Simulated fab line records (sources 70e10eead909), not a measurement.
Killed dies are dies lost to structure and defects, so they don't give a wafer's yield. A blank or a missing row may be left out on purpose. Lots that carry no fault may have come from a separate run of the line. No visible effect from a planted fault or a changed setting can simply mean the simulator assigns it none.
Which tool did it?    flow nand-harc    6 lots with 18 wafers sampled at 4 steps, on a route of 1159 steps

WHAT THE GAUGES SHOWED, per wafer
NHARC_A_SGD_CUT_INSPECT_25.
lot   measured      on                 raw-defect-count
L337  day 14 09:32  defect-inspect-01  376 319 343
L340  day 14 19:19  defect-inspect-01  223 275 453
L342  day 15 05:01  defect-inspect-02  202 176 202
L343  day 15 23:20  defect-inspect-01  265 260 274
L345  day 17 07:01  defect-inspect-02  435 333 500
L357  day 19 04:01  defect-inspect-02  289 205 300

WHICH TOOL RAN EACH LOT (tool, then ch and the chambers of the sampled wafers, then the start)
lot   NHARC_A_SGD_CUT_DESCUM_14           NHARC_A_SGD_CUT_ETCH_26              NHARC_A_SGD_CUT_STRIP_28
L337  rie-diel-08 ch 2,3, day 14 03:06    wet-bench-03 ch 4,5,6, day 14 09:06  rie-diel-02 ch 1,2,3, day 14 09:32 or earlier
L340  rie-diel-02 ch 1,2,3, day 14 13:58  wet-bench-03 ch 0,3,4, day 14 18:40  rie-diel-04 ch 0,1, day 14 19:19 or earlier
L342  rie-diel-04 ch 1,2,3, day 14 22:37  wet-bench-06 ch 1,3,6, day 15 04:37  rie-diel-02 ch 0,1,2, day 15 05:01 or earlier
L343  rie-diel-02 ch 0,1,2, day 15 16:56  wet-bench-03 ch 3,6,7, day 15 22:56  rie-diel-04 ch 2,3, day 15 23:20 or earlier
L345  rie-diel-04 ch 0,2,3, day 17 00:35  wet-bench-03 ch 0,4,5, day 17 06:35  rie-diel-08 ch 1,2, day 17 06:55
L357  rie-diel-04 ch 0,1, day 18 22:07    wet-bench-06 ch 0,1,6, day 19 03:35  rie-diel-08 ch 0,1,2, day 19 03:55
- NHARC_A_SGD_CUT_DESCUM_14: chemistry O2, time 3 s.
- NHARC_A_SGD_CUT_ETCH_26: etches SiO2 in dHF, target depth 45.8 nm.
- NHARC_A_SGD_CUT_STRIP_28: strips in O2, time 20 s.

THE ANSWER, worked out from the rows above alone
Rule: the usual values come from the lots themselves. Put in order of their means at a reading, lots are off if they are a third of the lots or fewer, leave a main group of 4 or more, and stand apart from it by a gap of 3 or more times the standard deviation of the main group's means; of several such gaps the widest counts. A main group whose means are all the same, to the digits that the tables above print for the reading, isn't used. A lot without any number at a reading at which 4 lots or more have one is off too. All remaining lots with rows at the step are treated as sound.
No lot is off at any reading shown: from this, nothing can be told.

WHAT THE SIMULATOR PUT IN
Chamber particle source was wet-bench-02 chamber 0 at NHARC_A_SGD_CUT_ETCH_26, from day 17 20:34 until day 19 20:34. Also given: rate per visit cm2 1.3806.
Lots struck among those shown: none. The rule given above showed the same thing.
